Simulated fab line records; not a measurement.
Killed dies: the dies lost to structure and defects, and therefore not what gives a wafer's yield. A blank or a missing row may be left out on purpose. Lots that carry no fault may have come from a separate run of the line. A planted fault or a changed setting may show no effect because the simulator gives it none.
Which tool is to blame? -- flow nand-harc -- 24 lots with 72 wafers sampled at 6 steps, on a route of 1302 steps

== WHAT EACH GAUGE READ, for each wafer ==
Not one reading of a measure or inspect step in the record can be checked against a usual standard deviation.

== WHICH TOOL RAN EACH LOT (tool, then ch and the chambers of the sampled wafers, then the start) ==
lot,NHARC_A_CHANNEL_HOLE_D2_ETCH_16,NHARC_A_CHANNEL_HOLE_D2_ETCH_24,NHARC_A_CHANNEL_HOLE_D2_ETCH_27,NHARC_A_CHANNEL_HOLE_D2_XSEM_32,NHARC_A_CHANNEL_FILL_D2_ALD_14,NHARC_A_CHANNEL_FILL_D2_ALD_15
L074,"rie-diel-04 ch 1,3, day 13 12:40 or earlier","har-etch-02 ch 1, day 13 12:40","har-etch-02 ch 1, day 13 14:26","xsem-02 ch 0, day 13 16:02","ald-hk-02 ch 0,1,3, day 14 00:59","ald-sin-batch-01 ch 0, no start"
L075,"rie-diel-04 ch 0,1,3, day 13 22:14 or earlier","har-etch-01 ch 1, day 13 22:14","har-etch-01 ch 1, day 14 00:05","xsem-01 ch 0, day 14 01:44","ald-hk-04 ch 2,3, day 14 09:02","ald-sin-batch-03 ch 0, no start"
L076,"rie-diel-07 ch 1,2,3, day 14 04:04 or earlier","har-etch-02 ch 0, day 14 04:04","har-etch-02 ch 0, day 14 05:50","xsem-02 ch 0, day 14 07:26","ald-hk-02 ch 0,1,3, day 14 14:46","ald-sin-batch-02 ch 0, no start"
L077,"rie-diel-07 ch 0,1, day 14 11:41 or earlier","har-etch-02 ch 0,1, day 14 11:41","har-etch-02 ch 0,1, day 14 13:15","xsem-01 ch 0, day 14 14:47","ald-hk-04 ch 0,1,2, day 14 22:10","ald-sin-batch-02 ch 0, no start"
L079,"rie-diel-04 ch 1,2,3, day 14 19:53 or earlier","har-etch-01 ch 0,1, day 14 19:53","har-etch-01 ch 0,1, day 14 21:26","xsem-02 ch 0, day 14 23:00","ald-hk-04 ch 1,2, day 15 07:29","ald-sin-batch-01 ch 0, no start"
L078,"rie-diel-07 ch 1,2, day 14 20:31 or earlier","har-etch-02 ch 0,1, day 14 20:31","har-etch-02 ch 0,1, day 14 22:22","xsem-01 ch 0, day 14 23:59","ald-hk-04 ch 2,3, day 15 07:43","ald-sin-batch-01 ch 0, no start"
L080,"rie-diel-07 ch 0,2,3, day 15 11:29 or earlier","har-etch-02 ch 0,1, day 15 11:29","har-etch-02 ch 0,1, day 15 13:19","xsem-01 ch 0, day 15 14:57","ald-hk-01 ch 0,1,3, day 15 22:19","ald-sin-batch-01 ch 0, no start"
L081,"rie-diel-02 ch 0,1,3, day 16 04:03 or earlier","har-etch-02 ch 0,1, day 16 04:03","har-etch-02 ch 0,1, day 16 05:55","xsem-01 ch 0, day 16 07:35","ald-hk-01 ch 0,1, day 16 14:55","ald-sin-batch-02 ch 0, no start"
L082,"rie-diel-02 ch 0,3, day 16 21:28 or earlier","har-etch-01 ch 0,1, day 16 21:28","har-etch-01 ch 0,1, day 16 23:13","xsem-02 ch 0, day 17 00:49","ald-hk-04 ch 1,2,3, day 17 08:16","ald-sin-batch-01 ch 0, no start"
L083,"rie-diel-07 ch 0,1, day 17 15:53 or earlier","har-etch-02 ch 0,1, day 17 15:53","har-etch-02 ch 0,1, day 17 17:43","xsem-01 ch 0, day 17 19:38","ald-hk-02 ch 0,1,2, day 18 02:58","ald-sin-batch-03 ch 0, no start"
L084,"rie-diel-07 ch 2,3, day 17 21:45 or earlier","har-etch-01 ch 0,1, day 17 21:45","har-etch-01 ch 0,1, day 17 23:25","xsem-02 ch 0, day 18 01:01","ald-hk-02 ch 1,2, day 18 07:47","ald-sin-batch-03 ch 0, no start"
L085,"rie-diel-04 ch 0,1,2, day 17 20:57 or earlier","har-etch-02 ch 0,1, day 17 20:57","har-etch-02 ch 0,1, day 17 22:48","xsem-01 ch 0, day 18 00:25","ald-hk-04 ch 0,2,3, day 18 07:48","ald-sin-batch-03 ch 0, no start"
L086,"rie-diel-02 ch 0,2,3, day 18 03:42 or earlier","har-etch-01 ch 0,1, day 18 03:42","har-etch-01 ch 0,1, day 18 05:27","xsem-02 ch 0, day 18 07:04","ald-hk-02 ch 1,2,3, day 18 14:34","ald-sin-batch-03 ch 0, no start"
L087,"rie-diel-04 ch 2,3, day 19 07:20 or earlier","har-etch-02 ch 0,1, day 19 07:20","har-etch-02 ch 0,1, day 19 09:11","xsem-01 ch 0, day 19 10:49","ald-hk-04 ch 0,1,3, day 19 20:40","ald-sin-batch-01 ch 0, no start"
L088,"rie-diel-02 ch 0,1,2, day 19 09:19 or earlier","har-etch-01 ch 1, day 19 09:19","har-etch-01 ch 1, day 19 11:10","xsem-02 ch 0, day 19 12:48","ald-hk-04 ch 2,3, day 19 20:49","ald-sin-batch-01 ch 0, no start"
L089,"rie-diel-04 ch 0,1,3, day 20 00:30 or earlier","har-etch-01 ch 0,1, day 20 00:30","har-etch-01 ch 0,1, day 20 02:15","xsem-02 ch 0, day 20 03:51","ald-hk-04 ch 1,3, day 20 11:10","ald-sin-batch-01 ch 0, no start"
L091,"rie-diel-07 ch 0,1,2, day 20 11:04 or earlier","har-etch-02 ch 0,1, day 20 11:04","har-etch-02 ch 0,1, day 20 12:56","xsem-01 ch 0, day 20 14:34","ald-hk-02 ch 1,2, day 20 21:55","ald-sin-batch-02 ch 0, no start"
L090,"rie-diel-02 ch 0,2,3, day 20 12:58 or earlier","har-etch-01 ch 0,1, day 20 12:58","har-etch-01 ch 0,1, day 20 14:32","xsem-02 ch 0, day 20 16:05","ald-hk-04 ch 0,1,3, day 20 21:57","ald-sin-batch-02 ch 0, no start"
L092,"rie-diel-04 ch 0,1,3, day 20 16:45 or earlier","har-etch-01 ch 0,1, day 20 16:45","har-etch-01 ch 0,1, day 20 18:36","xsem-01 ch 0, day 20 20:14","ald-hk-01 ch 1,2,3, day 21 04:19","ald-sin-batch-03 ch 0, no start"
L093,"rie-diel-07 ch 1,2, day 21 04:16 or earlier","har-etch-02 ch 0,1, day 21 04:16","har-etch-02 ch 0,1, day 21 05:54","xsem-02 ch 0, day 21 07:29","ald-hk-04 ch 2,3, day 21 14:44","ald-sin-batch-03 ch 0, no start"
L094,"rie-diel-07 ch 0,1, day 21 16:19 or earlier","har-etch-01 ch 0,1, day 21 16:19","har-etch-01 ch 0,1, day 21 18:04","xsem-01 ch 0, day 21 19:42","ald-hk-02 ch 0,1, day 22 03:02","ald-sin-batch-02 ch 0, no start"
L095,"rie-diel-07 ch 0,2,3, day 22 05:45 or earlier","har-etch-02 ch 0,1, day 22 05:45","har-etch-02 ch 0,1, day 22 07:30","xsem-01 ch 0, day 22 09:15","ald-hk-04 ch 1,2,3, day 22 16:33","ald-sin-batch-02 ch 0, no start"
L096,"rie-diel-04 ch 1,2,3, day 22 07:49 or earlier","har-etch-01 ch 0,1, day 22 07:49","har-etch-01 ch 0,1, day 22 09:34","xsem-02 ch 0, day 22 11:20","ald-hk-01 ch 0,1,2, day 22 16:35","ald-sin-batch-02 ch 0, no start"
L097,"rie-diel-04 ch 0,1,3, day 23 05:15 or earlier","har-etch-01 ch 0,1, day 23 05:15","har-etch-01 ch 0,1, day 23 07:07","xsem-01 ch 0, day 23 08:44","ald-hk-04 ch 0,3, day 23 16:05","ald-sin-batch-01 ch 0, no start"
- NHARC_A_CHANNEL_HOLE_D2_ETCH_16: etches the open film in O2/COS, target depth 3100 nm, time 806 s.
- NHARC_A_CHANNEL_HOLE_D2_ETCH_24: etches the open film in C4F8/O2/Ar, time 906.2 s, target depth 1500 nm.
- NHARC_A_CHANNEL_HOLE_D2_ETCH_27: etches the open film in C4F8/O2/Ar, time 90 s, target depth 400 nm.
- NHARC_A_CHANNEL_HOLE_D2_XSEM_32
- NHARC_A_CHANNEL_FILL_D2_ALD_14: deposits SiO2, target thk 2.5 nm, pulse time 10 s, ald cycles 25.
- NHARC_A_CHANNEL_FILL_D2_ALD_15: deposits SiNx, target thk 2 nm, pulse time 60 s, ald cycles 19.

== AS READ BY THE TOOLS THEMSELVES (means over the sampled wafers that have a number; for cases with no such wafer, the mark the record gives instead) ==
NHARC_A_CHANNEL_HOLE_D2_ETCH_16. Usual: drypump-motor-current-A 5.8 A, standard deviation 0.36; oes-product-au 1.000 a.u., standard deviation 0.0094; rf-vpp-V 315.1 V, standard deviation 1.8; showerhead-plenum-p-Torr 3.19 Torr, standard deviation 0.11; throttle-valve-pct 28.329 %, standard deviation 0.0098.
lot,tool,drypump-motor-current-A (A),oes-product-au (a.u.),rf-vpp-V (V),showerhead-plenum-p-Torr (Torr),throttle-valve-pct (%),flag
L074,rie-diel-04,5.4,0.989,316.6,3.27,28.322,
L075,rie-diel-04,5.6,1.000,315.7,3.24,28.325,
L076,rie-diel-07,5.9,1.002,315.5,3.22,28.334,
L077,rie-diel-07,6.0,1.003,315.8,3.22,28.334,
L079,rie-diel-04,5.7,0.997,315.2,3.21,28.341,
L078,rie-diel-07,5.7,1.003,316.4,3.34,28.324,
L080,rie-diel-07,5.9,1.004,314.5,3.16,28.332,
L081,rie-diel-02,5.6,0.999,313.5,3.10,28.331,
L082,rie-diel-02,5.9,0.996,314.4,3.15,28.328,
L083,rie-diel-07,6.0,1.001,316.2,3.21,28.331,
L084,rie-diel-07,6.0,1.013,314.6,3.10,28.335,
L085,rie-diel-04,5.9,1.003,313.8,3.18,28.333,
L086,rie-diel-02,5.7,1.000,313.7,3.14,28.333,
L087,rie-diel-04,5.6,1.009,315.2,3.24,28.325,
L088,rie-diel-02,5.4,0.996,313.3,3.08,28.336,
L089,rie-diel-04,5.6,0.993,316.5,3.23,28.328,
L091,rie-diel-07,5.8,1.000,316.1,3.27,28.328,
L090,rie-diel-02,5.7,0.989,314.3,3.14,28.321,
L092,rie-diel-04,5.6,0.998,315.9,3.23,28.324,
L093,rie-diel-07,5.6,0.996,317.0,3.33,28.336,
L094,rie-diel-07,5.9,0.994,316.4,3.28,28.334,
L095,rie-diel-07,5.9,0.997,314.3,3.15,28.327,
L096,rie-diel-04,5.7,1.004,315.2,3.20,28.322,
L097,rie-diel-04,5.6,0.998,316.4,3.23,28.337,

NHARC_A_CHANNEL_HOLE_D2_ETCH_24. Usual: drypump-motor-current-A 5.6 A, standard deviation 0.5; showerhead-plenum-p-Torr 3.62 Torr, standard deviation 0.11; throttle-valve-pct 32.235 %, standard deviation 0.009.
lot,tool,drypump-motor-current-A (A),showerhead-plenum-p-Torr (Torr),throttle-valve-pct (%),flag
L074,har-etch-02,5.2,3.73,32.230,
L075,har-etch-01,5.3,3.49,32.231,
L076,har-etch-02,5.8,3.72,32.235,
L077,har-etch-02,5.6,3.72,32.235,
L079,har-etch-01,6.0,3.61,32.237,
L078,har-etch-02,5.5,3.71,32.228,
L080,har-etch-02,5.6,3.71,32.238,
L081,har-etch-02,5.4,3.71,32.233,
L082,har-etch-01,5.7,3.54,32.234,
L083,har-etch-02,5.6,3.70,32.239,
L084,har-etch-01,6.0,3.59,32.240,
L085,har-etch-02,5.4,3.70,32.243,
L086,har-etch-01,5.7,3.52,32.238,
L087,har-etch-02,5.3,3.69,32.237,
L088,har-etch-01,5.3,3.45,32.246,
L089,har-etch-01,5.7,3.51,32.232,
L091,har-etch-02,5.3,3.68,32.238,
L090,har-etch-01,6.0,3.57,32.237,
L092,har-etch-01,6.0,3.57,32.222,
L093,har-etch-02,5.6,3.67,32.230,
L094,har-etch-01,6.0,3.56,32.235,
L095,har-etch-02,5.6,3.66,32.234,
L096,har-etch-01,6.0,3.55,32.241,
L097,har-etch-01,6.0,3.55,32.223,

NHARC_A_CHANNEL_HOLE_D2_ETCH_27. Usual: bias-v 400 V, standard deviation 3.9; drypump-motor-current-A 5.7 A, standard deviation 0.5; showerhead-plenum-p-Torr 3.67 Torr, standard deviation 0.11; throttle-valve-pct 27.621 %, standard deviation 0.0079.
lot,tool,bias-v (V),drypump-motor-current-A (A),showerhead-plenum-p-Torr (Torr),throttle-valve-pct (%),flag
L074,har-etch-02,399,5.1,3.78,27.614,
L075,har-etch-01,397,5.3,3.53,27.622,
L076,har-etch-02,399,5.8,3.76,27.628,
L077,har-etch-02,399,5.6,3.76,27.617,
L079,har-etch-01,398,6.0,3.66,27.613,
L078,har-etch-02,400,5.6,3.76,27.627,
L080,har-etch-02,401,5.6,3.75,27.624,
L081,har-etch-02,396,5.3,3.76,27.627,
L082,har-etch-01,403,5.7,3.57,27.631,
L083,har-etch-02,407,5.6,3.74,27.615,
L084,har-etch-01,398,6.0,3.63,27.617,
L085,har-etch-02,398,5.3,3.75,27.619,
L086,har-etch-01,402,5.7,3.56,27.621,
L087,har-etch-02,401,5.3,3.74,27.619,
L088,har-etch-01,401,5.3,3.48,27.618,
L089,har-etch-01,402,5.7,3.55,27.621,
L091,har-etch-02,399,5.3,3.73,27.622,
L090,har-etch-01,401,6.0,3.61,27.615,
L092,har-etch-01,401,6.0,3.61,27.613,
L093,har-etch-02,396,5.6,3.71,27.621,
L094,har-etch-01,402,6.0,3.60,27.623,
L095,har-etch-02,401,5.6,3.70,27.617,
L096,har-etch-01,403,6.1,3.59,27.628,
L097,har-etch-01,399,6.0,3.59,27.615,

NHARC_A_CHANNEL_HOLE_D2_XSEM_32. Usual: bot-cd-nm 74.3 nm, standard deviation 1.3; bow-nm 8.5 nm, standard deviation 0.3; tilt-deg 0.07 degrees, standard deviation 0.04.
lot,tool,bot-cd-nm (nm),bow-nm (nm),tilt-deg (degrees),flag
L074,xsem-02,73.5,7.9,0.03,
L075,xsem-01,73.1,8.7,0.07,
L076,xsem-02,75.3,8.3,0.08,
L077,xsem-01,73.3,8.7,0.14,
L079,xsem-02,73.3,9.0,0.11,
L078,xsem-01,74.4,8.6,0.03,
L080,xsem-01,75.1,8.4,0.06,
L081,xsem-01,74.3,8.3,0.09,
L082,xsem-02,74.7,8.7,-0.01,
L083,xsem-01,75.2,8.6,0.11,
L084,xsem-02,73.8,8.5,0.08,
L085,xsem-01,73.6,8.1,0.05,
L086,xsem-02,75.7,8.9,0.08,
L087,xsem-01,75.7,8.7,0.03,
L088,xsem-02,75.0,8.6,0.03,
L089,xsem-02,74.7,8.4,0.03,
L091,xsem-01,74.7,8.7,0.01,
L090,xsem-02,72.5,8.3,0.09,
L092,xsem-01,74.4,8.8,0.11,
L093,xsem-02,75.1,9.1,0.16,
L094,xsem-01,74.0,8.5,0.07,
L095,xsem-01,74.4,8.0,0.07,
L096,xsem-02,73.8,8.8,0.06,
L097,xsem-01,74.6,8.2,0.04,

NHARC_A_CHANNEL_FILL_D2_ALD_14. Usual: heater-power-w 478 W, standard deviation 39; precursor-pulse-height-rel 1.002, standard deviation 0.02.
lot,tool,heater-power-w (W),precursor-pulse-height-rel,flag
L074,ald-hk-02,458,1.023,
L075,ald-hk-04,496,0.974,
L076,ald-hk-02,463,0.982,
L077,ald-hk-04,486,0.991,
L079,ald-hk-04,505,0.981,
L078,ald-hk-04,463,0.988,
L080,ald-hk-01,473,1.009,
L081,ald-hk-01,460,1.006,
L082,ald-hk-04,486,1.013,
L083,ald-hk-02,494,1.009,
L084,ald-hk-02,487,1.008,
L085,ald-hk-04,472,1.009,
L086,ald-hk-02,454,0.975,
L087,ald-hk-04,470,1.000,
L088,ald-hk-04,476,1.000,
L089,ald-hk-04,495,1.001,
L091,ald-hk-02,468,1.006,
L090,ald-hk-04,473,0.982,
L092,ald-hk-01,474,0.993,
L093,ald-hk-04,496,0.993,
L094,ald-hk-02,497,0.992,
L095,ald-hk-04,504,1.012,
L096,ald-hk-01,451,1.018,
L097,ald-hk-04,452,1.012,

NHARC_A_CHANNEL_FILL_D2_ALD_15. Usual: precursor-pulse-height-rel 0.998, standard deviation 0.019.
lot,tool,precursor-pulse-height-rel,flag
L074,ald-sin-batch-01,0.986,
L075,ald-sin-batch-03,1.010,
L076,ald-sin-batch-02,0.978,
L077,ald-sin-batch-02,1.002,
L079,ald-sin-batch-01,0.998,
L078,ald-sin-batch-01,0.989,
L080,ald-sin-batch-01,1.002,
L081,ald-sin-batch-02,1.001,
L082,ald-sin-batch-01,0.986,
L083,ald-sin-batch-03,1.001,
L084,ald-sin-batch-03,1.013,
L085,ald-sin-batch-03,1.008,
L086,ald-sin-batch-03,0.993,
L087,ald-sin-batch-01,1.010,
L088,ald-sin-batch-01,0.995,
L089,ald-sin-batch-01,0.993,
L091,ald-sin-batch-02,1.012,
L090,ald-sin-batch-02,1.000,
L092,ald-sin-batch-03,0.980,
L093,ald-sin-batch-03,1.007,
L094,ald-sin-batch-02,1.010,
L095,ald-sin-batch-02,1.000,
L096,ald-sin-batch-02,0.977,
L097,ald-sin-batch-01,1.018,

== THE ANSWER, worked out from the rows above alone ==
Rule: take the mean of a lot's wafers that have a number; if it is more than 3 standard deviations from the usual mean, the lot is off. Also off: a lot with no number at a reading for which 4 or more lots have one. All remaining lots with rows at the step are treated as sound. Order of review: gauges by route order, followed by the tools' own readings, for which a lot's mean as printed above is used. The first step at which some lot is off is used, and at that step the reading that is off furthest; a lot without a number counts as furthest.
Across all readings shown, no lot is off: no conclusion can be drawn from this.

== WHAT THE SIMULATOR HAD INSERTED ==
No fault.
